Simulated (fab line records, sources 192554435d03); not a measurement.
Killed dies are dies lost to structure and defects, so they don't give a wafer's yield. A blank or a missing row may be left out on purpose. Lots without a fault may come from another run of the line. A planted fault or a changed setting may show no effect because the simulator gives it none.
fab line records | flow n5_finfet
record lots=7 wafers=21
route steps=1938 shown WELL_APT@21 FIN_SAQP@130 FIN_CUT@155 DUMMY_GATE@250 SD_EPI_P@321 ILD0@342
start_h: hours from the record's first day to the start of the lot's first wafer shown | wait_h: hours since the lot's step before | " the same as in the row above | L1.1+2: a row that stands for several wafers | - no value, or no start given | * or withheld: withheld | < > ~ a bound
route shown NAME@n: a module of which the file shows steps, and the number in the route of the first | usual: mean/standard deviation of fault-free wafers | same: alike in all rows | chamber/n: place in a boat | sites: the reading at each site | _std_site: their standard deviation | _edge_site: outer sites' mean less inner sites' | radius_mm: how far each site lies from the wafer's centre | mask NAME#n: copy n | behind: the tool/chamber that last shaped the wafer | hold: why the lot was held/for how many hours/how that ended | device: the transistor (n, p or np) that didn't switch | end of line: the same wafers' tests at the end of the route | a step without rows: its recipe alone | killed: dies lost to structure and defects at the first sort, not the wafer's yield | map: a wafer's dies, x killed, . not, _ none there
set.NAME: the setting as run; set.NAME@STEP: as run at that earlier step | model.NAME: the simulator's own value behind a step, which no gauge read
lots whose settings were changed on purpose; a table a step, a row a wafer
## steps
# step N5_WELL_APT_COAT_02
# recipe spin_rpm=1357 resist_thk_nm=950
# columns lot.wafer tool chamber start_h wait_h set.spin_rpm model.coat_of_WELL_APT_COAT_02.thk_nm
L074.1 litho_track-03 0 - - 1357 950.5
L074.3 " 0 " " 1444 922.5
L074.4 " 0 " " 1444 921.7
L077.2 litho_track-04 0 - - 1357 951.2
L077.3 " 0 " " 1357 951.3
L077.6 " 0 " " 1357 949.7
L078.1 litho_track-04 0 - - 1414 928.8
L078.2+6 " 0 " " 1357 949.3
L080.2 litho_track-04 0 - - 1261 984.4
L080.3 " 0 " " 1261 983.2
L080.5 " 0 " " 1261 981.3
L082.2 litho_track-03 0 - - 1357 950.6
L082.3 " 0 " " 1357 951
L082.5 " 0 " " 1357 949.8
L086.1 litho_track-04 0 - - 1357 946.6
L086.5 " 0 " " 1357 947.1
L086.6 " 0 " " 1446 917.7
L095.1 litho_track-03 0 - - 1357 948.6
L095.3 " 0 " " 1258 987.3
L095.4 " 0 " " 1357 951.4
# step N5_WELL_APT_PEB_06
# recipe peb_temp_c=130 peb_time_s=90
# columns lot.wafer tool chamber start_h wait_h set.peb_time_s
L074.1 litho_track-01 0 14.07 0.1 90
L074.3+4 " 0 " " 80.47
L077.2+3+6 litho_track-04 0 31.59 0.0 90
L078.1+2 litho_track-03 0 37.95 0.1 80.47
L078.6 " 0 " " 90
L080.2+5 litho_track-03 0 49.74 0.0 90
L080.3 " 0 " " 83.29
L082.2+3+5 litho_track-01 0 61.44 0.0 90
L086.1 litho_track-03 0 85.69 0.1 90
L086.5+6 " 0 " " 84.85
L095.1 litho_track-04 0 139.59 0.1 90
L095.3+4 " 0 " " 71.29
# step N5_WELL_APT_DEVELOP_07
# recipe develop_time_s=45 rinse_liquid=surfactant_rinse dry=air_spin dev_temp_c=21
# step N5_WELL_APT_HARDBAKE_12
# recipe temp_c=130 time_s=120
# step N5_WELL_APT_CD_MEAS_08
# recipe target_cd_nm=200 landing_energy_ev=500 detector=se_inlens
# usual cd_nm=200.2/1.1
# columns lot.wafer tool chamber start_h wait_h set.peb_time_s@WELL_APT_PEB_06 cd_nm
L074.1 cd_sem-01 0 14.19 - 90 201.3
L074.3 " 0 " " 80.47 197.2
L074.4 " 0 " " 80.47 197.1
L077.2 cd_sem-01 0 31.71 - 90 198.4
L077.3 " 0 " " 90 200.8
L077.6 " 0 " " 90 198.9
L078.1 cd_sem-01 0 38.07 - 80.47 195.4
L078.2 " 0 " " 80.47 194.0
L078.6 " 0 " " 90 199.2
L080.2 cd_sem-01 0 49.86 - 90 197.3
L080.3 " 0 " " 83.29 194.1
L080.5 " 0 " " 90 197.9
L082.2 cd_sem-01 0 61.56 - 90 200.7
L082.3 " 0 " " 90 200.7
L082.5 " 0 " " 90 200.3
L086.1 cd_sem-01 0 85.81 - 90 201.9
L086.5 " 0 " " 84.85 198.3
L086.6 " 0 " " 84.85 200.5
L095.1 cd_sem-02 0 139.71 - 90 200.4
L095.3 " 0 " " 71.29 189.0
L095.4 " 0 " " 71.29 193.3
# step N5_WELL_APT_DESCUM_13
# recipe chemistry=O2 time_s=7.9 source_power_w=50 bias_power_w=20 pressure_mtorr=20 rf_frequency_hz=2.712e+07 temp_c=40 o2_flow_sccm=225
# columns lot.wafer tool chamber start_h wait_h set.peb_time_s@WELL_APT_PEB_06 model.WELL_APT.cd_nm
L074.1 rie_diel-04 2 14.27 0.0 90 201.3
L074.3 " 0 " " 80.47 197.5
L074.4 " 3 " " 80.47 197.1
L077.2 rie_diel-05 3 31.85 0.1 90 198.2
L077.3 " 2 " " 90 200.7
L077.6 " 0 " " 90 199
L078.1 rie_diel-05 0 38.16 0.0 80.47 195.6
L078.2 " 2 " " 80.47 193.7
L078.6 " 0 " " 90 199.5
L080.2 rie_diel-02 1 49.94 0.0 90 197.3
L080.3 " 0 " " 83.29 194.2
L080.5 " 3 " " 90 197.9
L082.2+3 rie_diel-04 0,1 61.68 0.1 90 200.9
L082.5 " 3 " " 90 -
L086.1 rie_diel-05 1 85.90 0.0 90 201.5
L086.5 " 2 " " 84.85 198.5
L086.6 " 1 " " 84.85 200.2
L095.1 rie_diel-02 1 146.18 2.9 90 200.2
L095.3 " 0 " " 71.29 189.1
L095.4 " 2 " " 71.29 193.4
# step N5_WELL_APT_PEB_23
# recipe peb_temp_c=130 peb_time_s=90
# columns lot.wafer tool chamber start_h wait_h set.peb_time_s
L074.1 litho_track-03 0 15.32 0.1 90
L074.3+4 " 0 " " 77.44
L077.2+3 litho_track-01 0 32.90 0.0 90
L077.6 " 0 " " 76.68
L078.1+2+6 litho_track-04 0 39.20 0.1 90
L080.2+3+5 litho_track-04 0 50.86 0.0 90
L082.2+3+5 litho_track-03 0 62.61 0.0 90
L086.1 litho_track-04 0 86.94 0.1 90
L086.5+6 " 0 " " 71.22
L095.1+4 litho_track-04 0 147.23 0.1 109
L095.3 " 0 " " 90
# step N5_WELL_APT_DEVELOP_24
# recipe develop_time_s=45 rinse_liquid=surfactant_rinse dry=air_spin dev_temp_c=21
# step N5_WELL_APT_HARDBAKE_29
# recipe temp_c=130 time_s=120
# step N5_WELL_APT_CD_MEAS_25
# recipe target_cd_nm=200 landing_energy_ev=500 detector=se_inlens
# usual cd_nm=200.5/1.4
# columns lot.wafer tool chamber start_h wait_h set.peb_time_s@WELL_APT_PEB_23 cd_nm
L074.1 cd_sem-01 0 15.43 - 90 201.7
L074.3 " 0 " " 77.44 194.2
L074.4 " 0 " " 77.44 194.3
L077.2 cd_sem-01 0 33.01 - 90 199.5
L077.3 " 0 " " 90 199.7
L077.6 " 0 " " 76.68 190.9
L078.1 cd_sem-03 0 39.31 - 90 201.3
L078.2 " 0 " " 90 199.8
L078.6 " 0 " " 90 198.3
L080.2 cd_sem-02 0 50.98 - 90 200.6
L080.3 " 0 " " 90 198.4
L080.5 " 0 " " 90 202.4
L082.2 cd_sem-01 0 62.72 - 90 198.3
L082.3 " 0 " " 90 199.8
L082.5 " 0 " " 90 201.3
L086.1 cd_sem-02 0 87.05 - 90 201.8
L086.5 " 0 " " 71.22 188.5
L086.6 " 0 " " 71.22 190.1
L095.1 cd_sem-01 0 147.34 - 109 208.8
L095.3 " 0 " " 90 199.0
L095.4 " 0 " " 109 207.3
# step N5_WELL_APT_DESCUM_30
# recipe chemistry=O2 time_s=7.9 source_power_w=50 bias_power_w=20 pressure_mtorr=20 rf_frequency_hz=2.712e+07 temp_c=40 o2_flow_sccm=225
# columns lot.wafer tool chamber start_h wait_h set.time_s set.peb_time_s@WELL_APT_PEB_23 model.WELL_APT.cd_nm
L074.1 rie_diel-04 3 15.52 0.0 6.958 90 201.9
L074.3 " 1 " " 6.958 77.44 194.2
L074.4 " 0 " " 7.9 77.44 194.1
L077.2+3 rie_diel-05 3,2 33.10 0.0 7.9 90 199.3
L077.6 " 0 " " 7.9 76.68 191
L078.1 rie_diel-04 0 39.41 0.0 6.789 90 200.9
L078.2 " 1 " " 7.9 90 199.8
L078.6 " 0 " " 7.9 90 198.4
L080.2 rie_diel-05 3 51.06 0.0 9.606 90 200.8
L080.3 " 2 " " 7.9 90 198.2
L080.5 " 0 " " 7.9 90 202.5
L082.2 rie_diel-05 2 62.81 0.0 7.9 90 198.2
L082.3 " 0 " " 7.9 90 199.9
L082.5 " 1 " " 7.9 90 201.6
L086.1 rie_diel-04 1 87.14 0.0 7.9 90 201.3
L086.5 " 2 " " 7.9 71.22 188.9
L086.6 " 1 " " 6.167 71.22 189.8
L095.1 rie_diel-02 3 149.31 1.9 7.9 109 209.2
L095.3 " 2 " " 7.9 90 199
L095.4 " 0 " " 7.9 109 207.1
# step N5_FIN_SAQP_ETCH_65
# recipe chemistry=CF4 target=SiO2 target_depth_a=40 ion_energy_ev=350 time_s=4.4 pressure_mtorr=10 icp_w=800 bias_w=400 cf4_flow_sccm=80
# columns lot.wafer tool chamber start_h wait_h set.time_s model.etch.depth_nm
L074.1 rie_si-03 0 25.09 0.1 5.146 4.633
L074.3 " 2 " " 4.4 3.959
L074.4 " 3 " " 5.146 4.625
L077.2 rie_si-02 2 42.58 0.1 4.4 3.936
L077.3 " 3 " " 4.4 3.979
L077.6 " 1 " " 4.4 3.99
L078.1 rie_si-02 1 50.80 0.1 4.4 3.905
L078.2 " 2 " " 4.4 3.869
L078.6 " 0 " " 4.4 3.94
L080.2 rie_si-01 2 60.25 0.1 4.4 3.936
L080.3 " 0 " " 4.4 3.933
L080.5 " 1 " " 4.038 3.604
L082.2 rie_si-02 3 72.11 0.1 4.4 3.981
L082.3 " 0 " " 4.4 4.011
L082.5 " 2 " " 4.4 3.897
L086.1 rie_si-01 2 100.05 0.1 4.4 4.022
L086.5 " 0 " " 4.4 4.005
L086.6 " 1 " " 4.4 4.018
L095.1 rie_si-03 0 161.40 0.1 3.468 3.09
L095.3 " 2 " " 4.4 3.967
L095.4 " 1 " " 4.4 4.007
# step N5_FIN_SAQP_COAT_68
# recipe resist=SOC temp_c=250 time_s=60 spin_rpm=1500 resist_thk_nm=100
# columns lot.wafer tool chamber start_h wait_h set.spin_rpm model.SOC_of_FIN_SAQP_COAT_68.thk_nm
L074.1+3 litho_track-05 0 25.59 0.3 1500 99.8
L074.4 " 0 " " 1500 100
L077.2 litho_track-05 0 43.25 0.3 1500 100.4
L077.3 " 0 " " 1500 100
L077.6 " 0 " " 1632 96
L078.1 litho_track-04 0 51.29 0.3 1500 100.2
L078.2 " 0 " " 1500 99.8
L078.6 " 0 " " 1500 100
L080.2 litho_track-05 0 60.82 0.3 1500 100
L080.3 " 0 " " 1500 100.2
L080.5 " 0 " " 1500 99.8
L082.2 litho_track-05 0 72.61 0.3 1500 99.2
L082.3 " 0 " " 1500 99.8
L082.5 " 0 " " 1500 99.6
L086.1 litho_track-01 0 100.55 0.3 1605 97
L086.5 " 0 " " 1500 100.2
L086.6 " 0 " " 1605 96.8
L095.1 litho_track-04 0 161.90 0.3 1567 97.4
L095.3 " 0 " " 1567 97.8
L095.4 " 0 " " 1500 99.8
# step N5_FIN_CUT_COAT_19
# recipe resist=SiARC temp_c=220 time_s=60 spin_rpm=1500 resist_thk_nm=20
# columns lot.wafer tool chamber start_h wait_h set.spin_rpm model.SiARC_of_FIN_CUT_COAT_19.thk_nm
L074.1+3+4 litho_track-01 0 - - 1614 19.2
L077.2+3 litho_track-03 0 - - 1372 20.8
L077.6 " 0 " " 1500 20
L078.1+6 litho_track-03 0 - - 1388 20.8
L078.2 " 0 " " 1500 20
L080.2+5 litho_track-01 0 - - 1360 21
L080.3 " 0 " " 1500 20
L082.2 litho_track-02 0 - - 1500 20.2
L082.3+5 " 0 " " 1500 20
L086.1+5+6 litho_track-01 0 - - 1500 20
L095.1+4 litho_track-03 0 - - 1500 20.2
L095.3 " 0 " " 1500 20
# step N5_FIN_CUT_COAT_29
# recipe resist=underlayer temp_c=205 time_s=60 spin_rpm=1500 resist_thk_nm=10
# step N5_FIN_CUT_COAT_02
# recipe resist=CAR-EUV spin_rpm=1500 resist_thk_nm=30
# step N5_FIN_CUT_DESCUM_13
# recipe chemistry=O2 time_s=7 source_power_w=50 bias_power_w=20 pressure_mtorr=20 rf_frequency_hz=2.712e+07 temp_c=40 resist=CAR-EUV o2_flow_sccm=225
# step N5_FIN_CUT_ETCH_30
# recipe chemistry=N2/H2 target=underlayer target_depth_a=130 mask_material=CAR-EUV time_s=10.4 ion_energy_ev=200 pressure_mtorr=30 source_w=840 bias_w=150 n2_flow_sccm=200 h2_flow_sccm=200 ends=cleared
# step N5_FIN_CUT_ETCH_20
# recipe chemistry=CF4 target=SiARC target_depth_a=260 mask_material=CAR-EUV time_s=43.3 ion_energy_ev=80 pressure_mtorr=40 source_w=545 bias_w=36 Ar_flow_sccm=100 cf4_flow_sccm=100 ends=cleared
# usual etch_rf_on_time_s=43.4/0.59
# columns lot.wafer tool chamber start_h wait_h set.spin_rpm@FIN_CUT_COAT_19 etch_rf_on_time_s model.etch.depth_nm
L074.1 rie_diel-03 1 27.71 0.0 1614 40.8 19.21
L074.3 " 2 " " 1614 42.1 19.18
L074.4 " 0 " " 1614 41.7 19.25
L077.2 rie_diel-03 2 46.29 0.0 1372 46.1 20.84
L077.3 " 0 " " 1372 45.3 20.89
L077.6 " 0 " " 1500 43.1 19.97
L078.1 rie_diel-06 1 53.32 0.0 1388 45.4 20.84
L078.2 " 3 " " 1500 42.6 19.98
L078.6 " 0 " " 1388 44.5 20.83
L080.2 rie_diel-01 3 62.78 0.0 1360 45.2 20.97
L080.3 " 2 " " 1500 43.0 19.96
L080.5 " 1 " " 1360 45.8 21.02
L082.2 rie_diel-06 0 74.98 0.0 1500 42.9 20.12
L082.3 " 2 " " 1500 42.7 20.07
L082.5 " 3 " " 1500 43.4 20.04
L086.1 rie_diel-06 1 102.53 0.0 1500 44.4 19.94
L086.5 " 1 " " 1500 43.9 19.92
L086.6 " 0 " " 1500 43.1 19.91
L095.1 rie_diel-01 0 164.37 0.0 1500 44.2 20.11
L095.3 " 1 " " 1500 43.1 20.06
L095.4 " 0 " " 1500 43.9 20.11
# step N5_FIN_CUT_ETCH_21
# recipe chemistry=N2/H2 target=SOC target_depth_a=2190 overetch_a=438 mask_material=SiARC temp_c=40 ion_energy_ev=100 bias_w=61 time_s=523.5 pressure_mtorr=30 source_w=850 n2_flow_sccm=200 h2_flow_sccm=200
# columns lot.wafer tool chamber start_h wait_h set.spin_rpm@FIN_CUT_COAT_19 model.SiARC_of_FIN_CUT_COAT_19.thk_nm
L074.1 rie_diel-03 1 27.74 0.0 1614 11
L074.3+4 " 2,0 " " 1614 11.2
L077.2+3 rie_diel-03 2,0 46.33 0.0 1372 12.6
L077.6 " 0 " " 1500 11.8
L078.1 rie_diel-06 1 53.36 0.0 1388 12.8
L078.2 " 3 " " 1500 11.8
L078.6 " 0 " " 1388 12.6
L080.2+5 rie_diel-01 3,1 62.81 0.0 1360 12.8
L080.3 " 2 " " 1500 11.6
L082.2+3+5 rie_diel-06 0,2,3 75.01 0.0 1500 12
L086.1+5 rie_diel-06 1 102.56 0.0 1500 12
L086.6 " 0 " " 1500 11.6
L095.1+4 rie_diel-01 0 164.41 0.0 1500 12.2
L095.3 " 1 " " 1500 12
# step N5_DUMMY_GATE_ETCH_42
# recipe chemistry=CHF3/O2 target=SiO2 target_depth_a=35 time_s=31 ion_energy_ev=30 bias_w=12 pressure_mtorr=30 source_w=600 Ar_flow_sccm=200 CHF3_flow_sccm=50 O2_flow_sccm=5
# usual rf_vpp_V=42.6/0.91
# columns lot.wafer tool chamber start_h wait_h set.bias_w rf_vpp_V
L074.1 rie_diel-06 0 48.23 0.1 12 43.1
L074.3 " 2 " " 12 42.7
L074.4 " 1 " " 12 42.1
L077.2 rie_diel-06 2 68.09 0.0 12 43.4
L077.3 " 0 " " 12 42.3
L077.6 " 2 " " 12 43.7
L078.1 rie_diel-01 0 72.86 0.0 10.23 38.6
L078.2 " 3 " " 10.23 37.7
L078.6 " 2 " " 12 41.8
L080.2 rie_diel-03 0 82.30 0.1 9.973 37.1
L080.3 " 2 " " 12 44.4
L080.5 " 3 " " 12 41.3
L082.2 rie_diel-01 0 94.32 0.0 12 43.3
L082.3 " 3 " " 12 42.1
L082.5 " 0 " " 12 41.6
L086.1 rie_diel-03 2 122.29 0.0 12 43.1
L086.5 " 2 " " 12 42.9
L086.6 " 1 " " 12 42.4
L095.1 rie_diel-03 2 184.41 0.1 10.42 38.5
L095.3 " 3 " " 12 41.4
L095.4 " 3 " " 12 45.0
# step N5_SD_EPI_P_EPI_21
# recipe material=SiGe:B dopant=B temp_c=550 pressure_torr=20 ambient=H2 time_s=355
# columns lot.wafer tool chamber start_h wait_h set.temp_c model.SiGe-B_of_SD_EPI_P_EPI_21.thk_nm
L074.1 epi_rpcvd-04 0 56.08 0.1 547.8 57.6
L074.3 " 0 " " 550 60.6
L074.4 " 0 " " 550 60.4
L077.2 epi_rpcvd-02 0 76.79 0.6 550 61.2
L077.3 " 0 " " 550 61.4
L077.6 " 0 78.71 2.4 552.6 64.6
L078.1 epi_rpcvd-04 0 80.33 0.1 553 64.4
L078.2 " 0 " " 553 65.4
L078.6 " 0 82.13 1.8 550 61.6
L080.2 epi_rpcvd-01 0 89.68 0.5 550 61.8
L080.3 " 0 " " 553.1 66
L080.5 " 0 " " 553.1 66.2
L082.2+3+5 epi_rpcvd-04 0 103.75 0.5 550 60.6
L086.1 epi_rpcvd-02 0 144.04 0.1 548.4 57.6
L086.5 " 0 145.48 1.5 550 60
L086.6 " 0 " " 550 59.8
L095.1 epi_rpcvd-04 0 192.12 0.1 550 61
L095.3+4 " 0 " " 550 61.4
# step N5_SD_EPI_P_EPI_MEAS_23
# recipe mode=xrd
# usual thk_nm=60.7/1.2
# columns lot.wafer tool chamber start_h wait_h set.temp_c@SD_EPI_P_EPI_21 thk_nm
L074.1 film_metro-01 - 58.28 1.8 547.8 58.3
L074.3 " - " " 550 61.4
L074.4 " - " " 550 60.8
L077.2 film_metro-02 - 79.23 2.0 550 60.0
L077.3 " - " " 550 61.3
L077.6 " - " " 552.6 65.2
L078.1 film_metro-02 - 82.53 1.8 553 64.6
L078.2 " - " " 553 65.3
L078.6 " - " " 550 62.0
L080.2 film_metro-01 - 91.52 1.5 550 61.8
L080.3 " - " " 553.1 66.9
L080.5 " - " " 553.1 64.9
L082.2 film_metro-02 - 105.58 1.5 550 61.8
L082.3 " - " " 550 61.5
L082.5 " - " " 550 59.8
L086.1 film_metro-02 - 146.24 1.8 548.4 56.9
L086.5 " - " " 550 60.8
L086.6 " - " " 550 60.0
L095.1 film_metro-02 - 194.31 1.8 550 61.8
L095.3 " - " " 550 63.0
L095.4 " - " " 550 60.5
# step N5_SD_EPI_P_HM_STRIP_48
# recipe chemistry=H3PO4 temp_c=160 material=SiNx target=SiNx target_depth_a=30 overetch_fraction=0.3
# columns lot.wafer tool chamber start_h wait_h set.temp_c@SD_EPI_P_EPI_21 model.SiGe-B_of_SD_EPI_P_EPI_21.thk_nm
L074.1 wet_bench-06 5 58.32 0.0 547.8 57.4
L074.3 " 1 " " 550 60.4
L074.4 " 4 " " 550 60
L077.2+3 wet_bench-05 6,4 79.26 0.0 550 61
L077.6 " 5 " " 552.6 64.4
L078.1 wet_bench-06 2 82.57 0.0 553 64
L078.2 " 4 " " 553 65
L078.6 " 5 " " 550 61.4
L080.2 wet_bench-05 3 91.55 0.0 550 61.4
L080.3 " 1 " " 553.1 65.6
L080.5 " 4 " " 553.1 65.8
L082.2+3+5 wet_bench-03 3,0,2 105.62 0.0 550 60.4
L086.1 wet_bench-05 0 146.28 0.0 548.4 57.4
L086.5 " 7 " " 550 59.6
L086.6 " 2 " " 550 59.4
L095.1 wet_bench-06 1 194.35 0.0 550 60.8
L095.3+4 " 2,0 " " 550 61
# step N5_SD_EPI_P_SRD_49
# recipe dry=ipa_marangoni time_s=30 temp_c=23 rinse_liquid=diw
# step N5_SD_EPI_P_PRECLEAN_24
# recipe chemistry=O3/DIW time_s=45 temp_c=22 o3_ppm=10
# columns lot.wafer tool chamber start_h wait_h set.temp_c@SD_EPI_P_EPI_21 model.SiGe-B_of_SD_EPI_P_EPI_21.thk_nm
L074.1 wet_bench-06 5 58.39 0.0 547.8 57.2
L074.3 " 1 " " 550 60.2
L074.4 " 4 " " 550 60
L077.2 wet_bench-05 6 79.33 0.0 550 60.8
L077.3 " 4 " " 550 61
L077.6 " 5 " " 552.6 64.2
L078.1 wet_bench-06 2 82.64 0.0 553 63.8
L078.2 " 4 " " 553 64.8
L078.6 " 5 " " 550 61.2
L080.2 wet_bench-05 3 91.62 0.0 550 61.4
L080.3 " 1 " " 553.1 65.4
L080.5 " 4 " " 553.1 65.8
L082.2+3+5 wet_bench-03 3,0,2 105.69 0.0 550 60.2
L086.1 wet_bench-05 0 146.35 0.0 548.4 57.2
L086.5 " 7 " " 550 59.6
L086.6 " 2 " " 550 59.2
L095.1 wet_bench-06 1 194.42 0.0 550 60.6
L095.3+4 " 2,0 " " 550 61
# step N5_ILD0_PRECLEAN_10
# recipe chemistry=NF3:NH3 afs_cycles=5 time_s=20 temp_c=30 sublimation_temp_c=180 sublimation_time_s=60 pressure_torr=3 rf_power_w=30
# columns lot.wafer tool chamber start_h wait_h set.time_s model.SiO2_flowable_of_ILD0_FCVD_FILL_01.thk_nm
L074.1 remote_plasma-02 1 62.97 0.0 20 119.4
L074.3 " 1 " " 20 120.6
L074.4 " 1 " " 17.52 122
L077.2 remote_plasma-01 0 83.38 0.1 20 120
L077.3 " 0 " " 23.04 117.4
L077.6 " 0 " " 23.04 119.2
L078.1 remote_plasma-02 1 86.75 0.0 24.3 115.8
L078.2 " 1 " " 24.3 116.2
L078.6 " 1 " " 20 119.4
L080.2 remote_plasma-02 1 97.01 0.1 20 119.6
L080.3 " 1 " " 20 -
L080.5 " 1 " " 20 120.2
L082.2 remote_plasma-02 0 109.72 0.1 20 119.4
L082.3 " 0 " " 20 119.6
L082.5 " 0 " " 20 119
L086.1 remote_plasma-01 0 150.22 0.0 20 120.4
L086.5 " 0 " " 20 121
L086.6 " 0 " " 20 121.4
L095.1 remote_plasma-01 1 198.66 0.0 16.97 121
L095.3 " 1 " " 20 -
L095.4 " 1 " " 20 119.4
## key
split step=N5_WELL_APT_COAT_02 setting=spin_rpm stated=1357 by=wafer
response step=N5_WELL_APT_COAT_02 reading=model.coat_of_WELL_APT_COAT_02.thk_nm change=-4.72 per=1% r=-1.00
split step=N5_WELL_APT_PEB_06 setting=peb_time_s stated=90 by=wafer
response step=N5_WELL_APT_CD_MEAS_08 reading=cd_nm change=+0.435 per=1% r=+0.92
response step=N5_WELL_APT_DESCUM_13 reading=model.WELL_APT.cd_nm change=+0.429 per=1% r=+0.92
split step=N5_WELL_APT_PEB_23 setting=peb_time_s stated=90 by=wafer
response step=N5_WELL_APT_CD_MEAS_25 reading=cd_nm change=+0.528 per=1% r=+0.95
response step=N5_WELL_APT_DESCUM_30 reading=model.WELL_APT.cd_nm change=+0.52 per=1% r=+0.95
split step=N5_WELL_APT_DESCUM_30 setting=time_s stated=7.9 by=wafer
response none clear
split step=N5_FIN_SAQP_ETCH_65 setting=time_s stated=4.4 by=wafer
response step=N5_FIN_SAQP_ETCH_65 reading=model.etch.depth_nm change=+0.0412 per=1% r=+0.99
split step=N5_FIN_SAQP_COAT_68 setting=spin_rpm stated=1500 by=wafer
response step=N5_FIN_SAQP_COAT_68 reading=model.SOC_of_FIN_SAQP_COAT_68.thk_nm change=-0.477 per=1% r=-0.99
split step=N5_FIN_CUT_COAT_19 setting=spin_rpm stated=1500 by=wafer
response step=N5_FIN_CUT_COAT_19 reading=model.SiARC_of_FIN_CUT_COAT_19.thk_nm change=-0.103 per=1% r=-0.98
response step=N5_FIN_CUT_ETCH_20 reading=etch_rf_on_time_s change=* per=1% r=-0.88
response step=N5_FIN_CUT_ETCH_20 reading=model.etch.depth_nm change=-0.109 per=1% r=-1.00
response step=N5_FIN_CUT_ETCH_21 reading=model.SiARC_of_FIN_CUT_COAT_19.thk_nm change=-0.115 per=1% r=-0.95
split step=N5_DUMMY_GATE_ETCH_42 setting=bias_w stated=12 by=wafer
response step=N5_DUMMY_GATE_ETCH_42 reading=rf_vpp_V change=+0.314 per=1% r=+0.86
split step=N5_SD_EPI_P_EPI_21 setting=temp_c stated=550 by=wafer
response step=N5_SD_EPI_P_EPI_21 reading=model.SiGe-B_of_SD_EPI_P_EPI_21.thk_nm change=+7.03 per=1% r=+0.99
response step=N5_SD_EPI_P_EPI_MEAS_23 reading=thk_nm change=* per=1% r=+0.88
response step=N5_SD_EPI_P_HM_STRIP_48 reading=model.SiGe-B_of_SD_EPI_P_EPI_21.thk_nm change=+6.88 per=1% r=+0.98
response step=N5_SD_EPI_P_PRECLEAN_24 reading=model.SiGe-B_of_SD_EPI_P_EPI_21.thk_nm change=+6.85 per=1% r=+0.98
split step=N5_ILD0_PRECLEAN_10 setting=time_s stated=20 by=wafer
response step=N5_ILD0_PRECLEAN_10 reading=model.SiO2_flowable_of_ILD0_FCVD_FILL_01.thk_nm change=-0.139 per=1% r=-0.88
